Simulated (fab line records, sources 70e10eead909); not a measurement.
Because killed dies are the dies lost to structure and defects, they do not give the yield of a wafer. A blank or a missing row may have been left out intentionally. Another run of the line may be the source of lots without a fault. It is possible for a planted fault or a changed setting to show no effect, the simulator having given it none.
fab line records || flow nand-harc
record {"lots": 5, "wafers": 15, "last-day": 25}
route steps=1159 shown P_ZERO_WELL@44
lots that met no fault: from a run of the same line without faults
start-h: hours from the record's opening day to when the first of the lot's shown wafers began || wait-h: hours from the lot's prior step to this one || " identical to the entry in the row above || L1.1+2: several wafers, shown together as one row || - value missing, or start not given || * or withheld: withheld || < > ~ a bound
route shown NAME@n: names a module that has steps shown in the file, with the first one's number in the route || usual: mean/standard deviation of fault-free wafers || same: alike in all rows || chamber/n: place in a boat || sites: each site's reading || _std_site: the values' standard deviation || _edge_site: the outer-site mean with the inner-site mean subtracted || radius-mm: for every site, how far away it sits from the centre of the wafer || mask NAME#n: copy n || behind: the tool/chamber that last shaped the wafer || hold: cause of the lot's hold/its duration in hours/its outcome || device: the transistor (n, p or np) that didn't switch || end of line: the route-end tests of the same wafers || a step given without rows: its recipe and nothing more || killed: at the first sort, the dies lost to defects and structure; wafer yield is something else || map: dies across one wafer; x = killed, . = not, _ = none there
set.NAME: the setting that was run; set.NAME@STEP: the one run at that earlier step || model.NAME: the simulator's own value behind a step, which no gauge read
a table for each step, a row for each wafer; lots at some steps of the route
services: the hour from which a tool's chamber was out of use, counted from the record's first day as start-h (under 0 if before that day), plus the number of hours and why
## steps
# step NHARC_P_ZERO_WELL_CD_MEAS_37
# recipe {"target-cd-nm": 720, "landing-energy-ev": 500}
# usual {"cd-nm": "719.8/1.2"}
{"lot.wafer": "L846.4", "tool": "cd-sem-03", "chamber": 0, "start-h": 52.25, "wait-h": "-", "cd-nm": 720.8}
{"lot.wafer": "L846.5", "tool": "cd-sem-03", "chamber": 0, "start-h": 52.25, "wait-h": "-", "cd-nm": 719.5}
{"lot.wafer": "L846.6", "tool": "cd-sem-03", "chamber": 0, "start-h": 52.25, "wait-h": "-", "cd-nm": 719.7}
{"lot.wafer": "L849.1", "tool": "cd-sem-03", "chamber": 0, "start-h": 69.99, "wait-h": "-", "cd-nm": 720.7}
{"lot.wafer": "L849.3", "tool": "cd-sem-03", "chamber": 0, "start-h": 69.99, "wait-h": "-", "cd-nm": 720.7}
{"lot.wafer": "L849.6", "tool": "cd-sem-03", "chamber": 0, "start-h": 69.99, "wait-h": "-", "cd-nm": 718.7}
{"lot.wafer": "L854.1", "tool": "cd-sem-02", "chamber": 0, "start-h": 100.14, "wait-h": "-", "cd-nm": 721.1}
{"lot.wafer": "L854.2", "tool": "cd-sem-02", "chamber": 0, "start-h": 100.14, "wait-h": "-", "cd-nm": 720.2}
{"lot.wafer": "L854.3", "tool": "cd-sem-02", "chamber": 0, "start-h": 100.14, "wait-h": "-", "cd-nm": 721.4}
{"lot.wafer": "L857.1", "tool": "cd-sem-02", "chamber": 0, "start-h": 118.03, "wait-h": "-", "cd-nm": 719.5}
{"lot.wafer": "L857.3", "tool": "cd-sem-02", "chamber": 0, "start-h": 118.03, "wait-h": "-", "cd-nm": 721.8}
{"lot.wafer": "L857.5", "tool": "cd-sem-02", "chamber": 0, "start-h": 118.03, "wait-h": "-", "cd-nm": 722.1}
{"lot.wafer": "L863.3", "tool": "cd-sem-01", "chamber": 0, "start-h": 154.26, "wait-h": "-", "cd-nm": 721.5}
{"lot.wafer": "L863.4", "tool": "cd-sem-01", "chamber": 0, "start-h": 154.26, "wait-h": "-", "cd-nm": 721.9}
{"lot.wafer": "L863.5", "tool": "cd-sem-01", "chamber": 0, "start-h": 154.26, "wait-h": "-", "cd-nm": 719.9}
# step NHARC_P_ZERO_WELL_HARDBAKE_38
# recipe {"temp-c": 125, "time-s": 80}
# step NHARC_P_ZERO_WELL_DESCUM_39
# recipe {"time-s": 3, "o2-flow-sccm": 200, "ar-flow-sccm": 0, "bias-power-w": 0, "chemistry": "O2"}
# usual {"drypump-motor-current-A": "6.0/0.35", "oes-product-au": "0.996/0.0071", "rf-vpp-V": "57.6/0.87", "showerhead-plenum-p-Torr": "1.89/0.076", "throttle-valve-pct": "11.311/0.0089"}
{"lot.wafer": "L846.4", "tool": "rie-diel-13", "chamber": 3, "start-h": 52.40, "wait-h": "-", "drypump-motor-current-A": 5.9, "oes-product-au": 0.992, "rf-hours-counter-h": 10, "rf-vpp-V": 57.5, "showerhead-plenum-p-Torr": 1.81, "throttle-valve-pct": 11.306}
{"lot.wafer": "L846.5", "tool": "rie-diel-13", "chamber": 3, "start-h": 52.40, "wait-h": "-", "drypump-motor-current-A": 5.9, "oes-product-au": 0.994, "rf-hours-counter-h": "-", "rf-vpp-V": 56.5, "showerhead-plenum-p-Torr": 1.80, "throttle-valve-pct": 11.322}
{"lot.wafer": "L846.6", "tool": "rie-diel-13", "chamber": 0, "start-h": 52.40, "wait-h": "-", "drypump-motor-current-A": 5.9, "oes-product-au": 0.993, "rf-hours-counter-h": "-", "rf-vpp-V": 57.6, "showerhead-plenum-p-Torr": 2.06, "throttle-valve-pct": 11.311}
{"lot.wafer": "L849.1", "tool": "rie-diel-12", "chamber": 0, "start-h": 70.14, "wait-h": "-", "drypump-motor-current-A": 6.1, "oes-product-au": 1.001, "rf-hours-counter-h": 3, "rf-vpp-V": 59.2, "showerhead-plenum-p-Torr": 1.90, "throttle-valve-pct": 11.309}
{"lot.wafer": "L849.3", "tool": "rie-diel-12", "chamber": 1, "start-h": 70.14, "wait-h": "-", "drypump-motor-current-A": 5.5, "oes-product-au": 0.992, "rf-hours-counter-h": 3, "rf-vpp-V": 57.8, "showerhead-plenum-p-Torr": 1.83, "throttle-valve-pct": 11.319}
{"lot.wafer": "L849.6", "tool": "rie-diel-12", "chamber": 1, "start-h": 70.14, "wait-h": "-", "drypump-motor-current-A": 5.5, "oes-product-au": 0.999, "rf-hours-counter-h": "-", "rf-vpp-V": 56.2, "showerhead-plenum-p-Torr": 1.83, "throttle-valve-pct": 11.312}
{"lot.wafer": "L854.3", "tool": "rie-diel-08", "chamber": 1, "start-h": 100.30, "wait-h": "-", "drypump-motor-current-A": 5.3, "oes-product-au": 1.001, "rf-hours-counter-h": 9, "rf-vpp-V": 57.0, "showerhead-plenum-p-Torr": 1.82, "throttle-valve-pct": 11.309}
{"lot.wafer": "L854.1", "tool": "rie-diel-08", "chamber": 2, "start-h": 100.30, "wait-h": "-", "drypump-motor-current-A": 6.0, "oes-product-au": 0.995, "rf-hours-counter-h": 10, "rf-vpp-V": 57.8, "showerhead-plenum-p-Torr": 1.94, "throttle-valve-pct": 11.304}
{"lot.wafer": "L854.2", "tool": "rie-diel-08", "chamber": 3, "start-h": 100.30, "wait-h": "-", "drypump-motor-current-A": 5.6, "oes-product-au": 1.001, "rf-hours-counter-h": 8, "rf-vpp-V": 58.4, "showerhead-plenum-p-Torr": 1.91, "throttle-valve-pct": 11.319}
{"lot.wafer": "L857.3", "tool": "rie-diel-12", "chamber": 2, "start-h": 118.19, "wait-h": "-", "drypump-motor-current-A": 6.5, "oes-product-au": 0.993, "rf-hours-counter-h": 6, "rf-vpp-V": 57.8, "showerhead-plenum-p-Torr": 1.92, "throttle-valve-pct": 11.304}
{"lot.wafer": "L857.1", "tool": "rie-diel-12", "chamber": 3, "start-h": 118.19, "wait-h": "-", "drypump-motor-current-A": 6.2, "oes-product-au": 0.991, "rf-hours-counter-h": 6, "rf-vpp-V": 57.6, "showerhead-plenum-p-Torr": 1.79, "throttle-valve-pct": 11.310}
{"lot.wafer": "L857.5", "tool": "rie-diel-12", "chamber": 2, "start-h": 118.19, "wait-h": "-", "drypump-motor-current-A": 6.5, "oes-product-au": 1.001, "rf-hours-counter-h": "-", "rf-vpp-V": 57.8, "showerhead-plenum-p-Torr": 1.92, "throttle-valve-pct": 11.312}
{"lot.wafer": "L863.4", "tool": "rie-diel-13", "chamber": 0, "start-h": 154.43, "wait-h": "-", "drypump-motor-current-A": 5.9, "oes-product-au": 0.996, "rf-hours-counter-h": 5, "rf-vpp-V": 59.0, "showerhead-plenum-p-Torr": 2.05, "throttle-valve-pct": 11.311}
{"lot.wafer": "L863.3", "tool": "rie-diel-13", "chamber": 2, "start-h": 154.43, "wait-h": "-", "drypump-motor-current-A": 6.6, "oes-product-au": 0.992, "rf-hours-counter-h": 6, "rf-vpp-V": 57.0, "showerhead-plenum-p-Torr": 1.92, "throttle-valve-pct": 11.307}
{"lot.wafer": "L863.5", "tool": "rie-diel-13", "chamber": 0, "start-h": 154.43, "wait-h": "-", "drypump-motor-current-A": 5.9, "oes-product-au": 0.988, "rf-hours-counter-h": "-", "rf-vpp-V": 57.0, "showerhead-plenum-p-Torr": 2.05, "throttle-valve-pct": 11.314}
# step NHARC_P_ZERO_WELL_IMPLANT_40
# recipe {"energy-kev": 300, "dose-cm2": 1e+13, "tilt-deg": 7}
# step NHARC_P_ZERO_WELL_IMPLANT_59
# recipe {"energy-kev": 120, "dose-cm2": 5e+12, "tilt-deg": 7}
# step NHARC_P_ZERO_WELL_IMPLANT_60
# recipe {"energy-kev": 30, "dose-cm2": 2e+12, "tilt-deg": 7}
# step NHARC_P_ZERO_WELL_STRIP_41
# recipe {"time-s": 840, "temp-c": 130, "chemistry": "SPM"}
# step NHARC_P_ZERO_WELL_DEHYDRATE_44
# recipe {"temp-c": 150, "time-s": 120}
# step NHARC_P_ZERO_WELL_HMDS_45
# recipe {"time-s": 30}
# step NHARC_P_ZERO_WELL_COAT_46
# recipe {"spin-rpm": "withheld"}
# step NHARC_P_ZERO_WELL_SOFTBAKE_47
# recipe {"temp-c": 122, "time-s": 95}
# step NHARC_P_ZERO_WELL_EBR_48
# step NHARC_P_ZERO_WELL_EXPOSE_49
# recipe {"na": 0.6, "target-cd-nm": 2000, "dose-mj": 22.64, "mask-id": "P_HVPW"}
{"lot.wafer": "L846.4+5+6", "tool": "krf-scanner-01", "chamber": 0, "start-h": 53.74, "wait-h": "-", "mask": "P_HVPW#0"}
{"lot.wafer": "L849.1+3+6", "tool": "krf-scanner-04", "chamber": 0, "start-h": 71.46, "wait-h": "-", "mask": "P_HVPW#0"}
{"lot.wafer": "L854.1+2+3", "tool": "krf-scanner-02", "chamber": 0, "start-h": 101.53, "wait-h": "-", "mask": "P_HVPW_R1#0"}
{"lot.wafer": "L857.1+3+5", "tool": "krf-scanner-04", "chamber": 0, "start-h": 119.52, "wait-h": "-", "mask": "P_HVPW#0"}
{"lot.wafer": "L863.3+4+5", "tool": "krf-scanner-02", "chamber": 0, "start-h": 155.76, "wait-h": "-", "mask": "P_HVPW#0"}
# step NHARC_P_ZERO_WELL_PEB_50
# recipe {"peb-temp-c": 118, "peb-time-s": 85}
# step NHARC_P_ZERO_WELL_DEVELOP_51
# recipe {"time-s": 70}
# step NHARC_P_ZERO_WELL_CD_MEAS_52
# recipe {"target-cd-nm": 2000, "landing-energy-ev": 500}
# usual {"cd-nm": "1999.7/1.3"}
{"lot.wafer": "L846.4", "tool": "cd-sem-03", "chamber": 0, "start-h": 53.89, "wait-h": "-", "cd-nm": 2002.4}
{"lot.wafer": "L846.5", "tool": "cd-sem-03", "chamber": 0, "start-h": 53.89, "wait-h": "-", "cd-nm": 1998.3}
{"lot.wafer": "L846.6", "tool": "cd-sem-03", "chamber": 0, "start-h": 53.89, "wait-h": "-", "cd-nm": 2000.2}
{"lot.wafer": "L849.1", "tool": "cd-sem-02", "chamber": 0, "start-h": 71.62, "wait-h": "-", "cd-nm": 2000.3}
{"lot.wafer": "L849.3", "tool": "cd-sem-02", "chamber": 0, "start-h": 71.62, "wait-h": "-", "cd-nm": 1999.1}
{"lot.wafer": "L849.6", "tool": "cd-sem-02", "chamber": 0, "start-h": 71.62, "wait-h": "-", "cd-nm": 2002.0}
{"lot.wafer": "L854.1", "tool": "cd-sem-02", "chamber": 0, "start-h": 101.69, "wait-h": "-", "cd-nm": 1961.4}
{"lot.wafer": "L854.2", "tool": "cd-sem-02", "chamber": 0, "start-h": 101.69, "wait-h": "-", "cd-nm": 1958.4}
{"lot.wafer": "L854.3", "tool": "cd-sem-02", "chamber": 0, "start-h": 101.69, "wait-h": "-", "cd-nm": 1961.2}
{"lot.wafer": "L857.1", "tool": "cd-sem-02", "chamber": 0, "start-h": 119.68, "wait-h": "-", "cd-nm": 2000.0}
{"lot.wafer": "L857.3", "tool": "cd-sem-02", "chamber": 0, "start-h": 119.68, "wait-h": "-", "cd-nm": 2000.4}
{"lot.wafer": "L857.5", "tool": "cd-sem-02", "chamber": 0, "start-h": 119.68, "wait-h": "-", "cd-nm": 2000.7}
{"lot.wafer": "L863.3", "tool": "cd-sem-02", "chamber": 0, "start-h": 155.91, "wait-h": "-", "cd-nm": 2000.4}
{"lot.wafer": "L863.4", "tool": "cd-sem-02", "chamber": 0, "start-h": 155.91, "wait-h": "-", "cd-nm": 1999.5}
{"lot.wafer": "L863.5", "tool": "cd-sem-02", "chamber": 0, "start-h": 155.91, "wait-h": "-", "cd-nm": 2001.6}
# step NHARC_P_ZERO_WELL_HARDBAKE_53
# recipe {"temp-c": 125, "time-s": 80}
# step NHARC_P_ZERO_WELL_DESCUM_54
# recipe {"time-s": 3, "o2-flow-sccm": 200, "ar-flow-sccm": 0, "bias-power-w": 0, "chemistry": "O2"}
# usual {"drypump-motor-current-A": "5.9/0.36", "oes-product-au": "0.996/0.0074", "rf-vpp-V": "57.6/0.89", "showerhead-plenum-p-Torr": "1.89/0.074", "throttle-valve-pct": "11.311/0.0091"}
{"lot.wafer": "L846.4", "tool": "rie-diel-13", "chamber": 3, "start-h": 54.05, "wait-h": "-", "drypump-motor-current-A": 5.9, "oes-product-au": 1.002, "rf-hours-counter-h": 10, "rf-vpp-V": 56.7, "showerhead-plenum-p-Torr": 1.80, "throttle-valve-pct": 11.322, "model.P_ZERO_WELL.cd-nm": 2003}
{"lot.wafer": "L846.5", "tool": "rie-diel-13", "chamber": 2, "start-h": 54.05, "wait-h": "-", "drypump-motor-current-A": 6.5, "oes-product-au": 0.991, "rf-hours-counter-h": "-", "rf-vpp-V": 57.7, "showerhead-plenum-p-Torr": 1.92, "throttle-valve-pct": 11.313, "model.P_ZERO_WELL.cd-nm": 1998}
{"lot.wafer": "L846.6", "tool": "rie-diel-13", "chamber": 3, "start-h": 54.05, "wait-h": "-", "drypump-motor-current-A": 5.9, "oes-product-au": 1.004, "rf-hours-counter-h": "-", "rf-vpp-V": 58.8, "showerhead-plenum-p-Torr": 1.81, "throttle-valve-pct": 11.321, "model.P_ZERO_WELL.cd-nm": 2000}
{"lot.wafer": "L849.1", "tool": "rie-diel-08", "chamber": 1, "start-h": 71.79, "wait-h": "-", "drypump-motor-current-A": 5.3, "oes-product-au": 1.003, "rf-hours-counter-h": 7, "rf-vpp-V": 57.9, "showerhead-plenum-p-Torr": 1.82, "throttle-valve-pct": 11.314, "model.P_ZERO_WELL.cd-nm": 2001}
{"lot.wafer": "L849.3", "tool": "rie-diel-08", "chamber": 2, "start-h": 71.79, "wait-h": "-", "drypump-motor-current-A": 6.0, "oes-product-au": 0.985, "rf-hours-counter-h": 8, "rf-vpp-V": 56.8, "showerhead-plenum-p-Torr": 1.94, "throttle-valve-pct": 11.297, "model.P_ZERO_WELL.cd-nm": 2000}
{"lot.wafer": "L849.6", "tool": "rie-diel-08", "chamber": 2, "start-h": 71.79, "wait-h": "-", "drypump-motor-current-A": 6.0, "oes-product-au": 1.001, "rf-hours-counter-h": "-", "rf-vpp-V": 57.7, "showerhead-plenum-p-Torr": 1.94, "throttle-valve-pct": 11.313, "model.P_ZERO_WELL.cd-nm": 719.6}
{"lot.wafer": "L854.3", "tool": "rie-diel-12", "chamber": 2, "start-h": 101.86, "wait-h": "-", "drypump-motor-current-A": 6.5, "oes-product-au": 0.998, "rf-hours-counter-h": 4, "rf-vpp-V": 58.8, "showerhead-plenum-p-Torr": 1.92, "throttle-valve-pct": 11.311, "model.P_ZERO_WELL.cd-nm": 1961}
{"lot.wafer": "L854.1", "tool": "rie-diel-12", "chamber": 3, "start-h": 101.86, "wait-h": "-", "drypump-motor-current-A": 6.2, "oes-product-au": 0.998, "rf-hours-counter-h": 4, "rf-vpp-V": 55.7, "showerhead-plenum-p-Torr": 1.79, "throttle-valve-pct": 11.304, "model.P_ZERO_WELL.cd-nm": 1961}
{"lot.wafer": "L854.2", "tool": "rie-diel-12", "chamber": 1, "start-h": 101.86, "wait-h": "-", "drypump-motor-current-A": 5.5, "oes-product-au": 0.984, "rf-hours-counter-h": 4, "rf-vpp-V": 57.2, "showerhead-plenum-p-Torr": 1.82, "throttle-valve-pct": 11.315, "model.P_ZERO_WELL.cd-nm": 1959}
{"lot.wafer": "L857.3", "tool": "rie-diel-13", "chamber": 2, "start-h": 119.86, "wait-h": "-", "drypump-motor-current-A": 6.5, "oes-product-au": 0.992, "rf-hours-counter-h": 2, "rf-vpp-V": 56.9, "showerhead-plenum-p-Torr": 1.92, "throttle-valve-pct": 11.315, "model.P_ZERO_WELL.cd-nm": 2000}
{"lot.wafer": "L857.1", "tool": "rie-diel-13", "chamber": 3, "start-h": 119.86, "wait-h": "-", "drypump-motor-current-A": 5.9, "oes-product-au": 0.981, "rf-hours-counter-h": 2, "rf-vpp-V": 57.7, "showerhead-plenum-p-Torr": 1.80, "throttle-valve-pct": 11.313, "model.P_ZERO_WELL.cd-nm": 1999}
{"lot.wafer": "L857.5", "tool": "rie-diel-13", "chamber": 1, "start-h": 119.86, "wait-h": "-", "drypump-motor-current-A": 6.0, "oes-product-au": 1.001, "rf-hours-counter-h": "-", "rf-vpp-V": 57.5, "showerhead-plenum-p-Torr": 1.89, "throttle-valve-pct": 11.318, "model.P_ZERO_WELL.cd-nm": 2001}
{"lot.wafer": "L863.3", "tool": "rie-diel-13", "chamber": 2, "start-h": 156.09, "wait-h": "-", "drypump-motor-current-A": 6.6, "oes-product-au": 0.990, "rf-hours-counter-h": 6, "rf-vpp-V": 58.3, "showerhead-plenum-p-Torr": 1.92, "throttle-valve-pct": 11.317, "model.P_ZERO_WELL.cd-nm": 2000}
{"lot.wafer": "L863.4", "tool": "rie-diel-13", "chamber": 3, "start-h": 156.09, "wait-h": "-", "drypump-motor-current-A": 5.9, "oes-product-au": 1.001, "rf-hours-counter-h": 6, "rf-vpp-V": 56.8, "showerhead-plenum-p-Torr": 1.80, "throttle-valve-pct": 11.327, "model.P_ZERO_WELL.cd-nm": 1999}
{"lot.wafer": "L863.5", "tool": "rie-diel-13", "chamber": 1, "start-h": 156.09, "wait-h": "-", "drypump-motor-current-A": 6.0, "oes-product-au": 0.993, "rf-hours-counter-h": "-", "rf-vpp-V": 58.2, "showerhead-plenum-p-Torr": 1.89, "throttle-valve-pct": 11.321, "model.P_ZERO_WELL.cd-nm": 2002}
# step NHARC_P_ZERO_WELL_IMPLANT_55
# recipe {"energy-kev": 180, "dose-cm2": 8e+11, "tilt-deg": 7}
## services
{"tool": "rie-diel-13", "chamber": 0, "start-h": 29.00, "hours": "-", "kind": "clean"}
{"tool": "rie-diel-13", "chamber": 1, "start-h": 29.00, "hours": "-", "kind": "clean"}
{"tool": "rie-diel-13", "chamber": 2, "start-h": 29.00, "hours": "-", "kind": "clean"}
{"tool": "rie-diel-13", "chamber": 3, "start-h": 29.00, "hours": "-", "kind": "clean"}
{"tool": "rie-diel-08", "chamber": "-", "start-h": 32.69, "hours": 0.2, "kind": "repair"}
{"tool": "rie-diel-12", "chamber": 0, "start-h": 35.49, "hours": 8.0, "kind": "repair"}
{"tool": "krf-scanner-02", "chamber": "-", "start-h": 38.04, "hours": 4.0, "kind": "pm"}
{"tool": "rie-diel-13", "chamber": 0, "start-h": 53.50, "hours": "-", "kind": "clean"}
{"tool": "rie-diel-13", "chamber": 1, "start-h": 53.50, "hours": "-", "kind": "clean"}
{"tool": "rie-diel-13", "chamber": 2, "start-h": 53.50, "hours": "-", "kind": "clean"}
{"tool": "rie-diel-13", "chamber": 3, "start-h": 53.50, "hours": "-", "kind": "clean"}
{"tool": "rie-diel-13", "chamber": 0, "start-h": 78.00, "hours": "-", "kind": "clean"}
{"tool": "rie-diel-13", "chamber": 1, "start-h": 78.00, "hours": "-", "kind": "clean"}
{"tool": "rie-diel-13", "chamber": 2, "start-h": 78.00, "hours": "-", "kind": "clean"}
{"tool": "rie-diel-13", "chamber": 3, "start-h": 78.00, "hours": "-", "kind": "clean"}
{"tool": "krf-scanner-01", "chamber": "-", "start-h": 84.00, "hours": 4.0, "kind": "pm"}
{"tool": "rie-diel-08", "chamber": 0, "start-h": 93.30, "hours": 15.5, "kind": "repair"}
{"tool": "rie-diel-13", "chamber": "-", "start-h": 99.00, "hours": 9.0, "kind": "pm"}
{"tool": "krf-scanner-01", "chamber": "-", "start-h": 114.01, "hours": 4.0, "kind": "repair"}
{"tool": "rie-diel-08", "chamber": "-", "start-h": 124.80, "hours": 9.0, "kind": "pm"}
{"tool": "krf-scanner-04", "chamber": "-", "start-h": 126.00, "hours": 4.0, "kind": "pm"}
{"tool": "krf-scanner-04", "chamber": "-", "start-h": 135.31, "hours": 7.7, "kind": "repair"}
{"tool": "rie-diel-12", "chamber": "-", "start-h": 142.54, "hours": 4.3, "kind": "repair"}
{"tool": "krf-scanner-04", "chamber": "-", "start-h": 145.20, "hours": 0.4, "kind": "repair"}
## key
first-sign {"step": "NHARC_P_ZERO_WELL_EXPOSE_49", "reading": "mask", "direction": "changed"}
effect {"step": "NHARC_P_ZERO_WELL_CD_MEAS_52", "reading": "cd-nm", "direction": "down", "sigmas": 30, "usual": 1999.7, "struck": 1960.3}
model-effect {"step": "NHARC_P_ZERO_WELL_DESCUM_54", "value": "P_ZERO_WELL.cd-nm", "without": 1999, "struck": 1960}
met-at NHARC_P_ZERO_WELL_EXPOSE_49
struck-wafers L854.1,L854.2,L854.3
tester-left-out L854
fault {"kind": "wrong-mask", "tool": "any", "chamber": "-", "onset-h": 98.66, "steps": "NHARC_P_ZERO_WELL_EXPOSE_49", "aux-copy": "P_HVPW_R1#0", "cd-offset-nm": -38.99, "scope": "struck-lots-only"}
# tester-left-out: of these lots the tester's yield and bins aren't shown, on N5 and GAA mostly nor the transistor test; their killed dies are dies lost to structure and defects alone, not to doping, threshold or leakage, so they don't give the yield
